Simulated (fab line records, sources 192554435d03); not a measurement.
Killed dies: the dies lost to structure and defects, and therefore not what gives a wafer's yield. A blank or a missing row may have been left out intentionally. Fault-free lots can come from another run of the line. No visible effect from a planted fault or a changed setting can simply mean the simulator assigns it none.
Matching of chambers :: flow n5_finfet :: rie_diel-02 running N5_BEOL_M0_ETCH_109: 4 sister chambers
The step etches SiCN in CH3F/O2, target depth 8 nm, overetch 2.4 nm, time 27.4 s. 4 wafers are shown with their chamber, then 8 later ones without.

## WAFERS, EACH WITH ITS CHAMBER
wafer: L084.5
chamber: 0
throttle_valve_pct (%): 16.34

wafer: L087.3
chamber: 3
throttle_valve_pct (%): 16.61

wafer: L087.5
chamber: 1
throttle_valve_pct (%): 15.77

wafer: L090.4
chamber: 2
throttle_valve_pct (%): 15.85

## WAFERS WITH NO CHAMBER GIVEN
wafer: L090.5
throttle_valve_pct (%): 15.78

wafer: L090.6
throttle_valve_pct (%): 16.37

wafer: L091.1
throttle_valve_pct (%): 15.84

wafer: L091.3
throttle_valve_pct (%): 15.79

wafer: L091.6
throttle_valve_pct (%): 16.37

wafer: L095.4
throttle_valve_pct (%): 16.38

wafer: L095.5
throttle_valve_pct (%): 16.38

wafer: L095.6
throttle_valve_pct (%): 15.82

## EACH ONE'S CHAMBER
wafer: L090.5
from the rows above: 1
in truth: 1

wafer: L090.6
from the rows above: 0
in truth: 0

wafer: L091.1
from the rows above: 2
in truth: 2

wafer: L091.3
from the rows above: can't be placed: 1 or 2
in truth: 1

wafer: L091.6
from the rows above: 0
in truth: 0

wafer: L095.4
from the rows above: 0
in truth: 0

wafer: L095.5
from the rows above: 0
in truth: 0

wafer: L095.6
from the rows above: can't be placed: 2 or 1
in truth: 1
Correctly placed: 6 of 8. Can't be placed from these rows: 2 (the true chamber is among the candidates in 2). Wrongly placed: 0.
How it was worked out, from the rows above alone: a wafer's distance from a chamber is the root of the sum, over the readings, of the square of ((its reading less the chamber's mean) divided by the reading's scatter). The wafer belongs to the nearest chamber; if the next one is less than 2 further off, it can't be placed. A chamber's mean is the mean of its shown wafers. The scatter (one wafer shown for each chamber): square how far every hidden wafer sits from the nearest shown wafer, average those squares and take the square root.
